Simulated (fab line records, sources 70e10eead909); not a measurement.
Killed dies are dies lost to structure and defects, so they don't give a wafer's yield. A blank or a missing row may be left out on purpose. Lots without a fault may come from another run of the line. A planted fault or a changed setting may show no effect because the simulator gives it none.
Which tool did it? | flow nand_harc | 6 lots, 18 wafers sampled, at 5 steps of a route of 1159

WHAT THE GAUGES READ, wafer by wafer
NHARC_END_SORT_01.
lot  | measured     | on        | killed_short
L730 | day 19 20:47 | prober-02 | 2 1 3
L734 | day 21 10:55 | prober-01 | 4 3 2
L735 | day 21 21:27 | prober-02 | 1 2 3

WHICH TOOL RAN EACH LOT (tool, then ch and the chambers of the sampled wafers, then the start)
lot  | NHARC_A_STAIRCASE_ETCH_444         | NHARC_A_STAIRCASE_STRIP_446          | NHARC_A_STAIRCASE_CMP_152     | NHARC_A_STAIRCASE_DEP_471
L730 | rie_diel-12 ch 0,1,2, day 14 07:43 | plasma_asher-01 ch 0,1, day 14 09:44 | cmp-02 ch 0,1, day 14 10:36   | pecvd-01 ch 0,2, day 14 11:41
L734 | rie_diel-01 ch 0,1, day 15 18:13   | plasma_asher-01 ch 0,1, day 15 20:23 | cmp-01 ch 0,3, day 15 21:08   | pecvd-04 ch 0,1,2, day 15 22:46
L735 | rie_diel-01 ch 1,2,3, day 15 22:55 | plasma_asher-01 ch 0,1, day 16 01:02 | cmp-02 ch 1,2,3, day 16 01:55 | pecvd-01 ch 0,1,2, day 16 03:03
L742 | rie_diel-01 ch 1,2,3, day 17 06:07 | plasma_asher-01 ch 0,1, day 17 07:55 | cmp-03 ch 1,3, day 17 08:50   | pecvd-01 ch 0,1,2, day 17 09:58
L745 | rie_diel-13 ch 0,1,3, day 17 18:13 | plasma_asher-01 ch 0,1, day 17 19:55 | cmp-01 ch 0,3, day 17 20:39   | pecvd-01 ch 0,1,2, day 17 21:50
L747 | rie_diel-13 ch 1,2,3, day 18 08:02 | plasma_asher-01 ch 0,1, day 18 10:20 | cmp-02 ch 0,1,3, day 18 11:11 | pecvd-02 ch 0,1,2, day 18 12:17
- NHARC_A_STAIRCASE_ETCH_444: etches the open film in C4F8/O2, target depth 10200 nm, time 3400 s.
- NHARC_A_STAIRCASE_STRIP_446: strips in O2.
- NHARC_A_STAIRCASE_CMP_152: polishes.
- NHARC_A_STAIRCASE_DEP_471: deposits SiO2, target thk 100 nm.

THE ANSWER, worked out from the rows above alone
Rule: what is usual is taken from the lots themselves. Put in order of their means at a reading, lots are off if they are a third of the lots or fewer, leave a main group of 4 or more, and stand apart from it by a gap of 3 or more times the standard deviation of the main group's means; of several such gaps the widest counts. A main group whose means are all the same, to the digits that the tables above print for the reading, isn't used. A lot without any number at a reading at which 4 lots or more have one is off too. The other lots that the step has rows for count as sound.
No lot is off at any reading shown: from this, nothing can be told.

WHAT THE SIMULATOR HAD PUT IN
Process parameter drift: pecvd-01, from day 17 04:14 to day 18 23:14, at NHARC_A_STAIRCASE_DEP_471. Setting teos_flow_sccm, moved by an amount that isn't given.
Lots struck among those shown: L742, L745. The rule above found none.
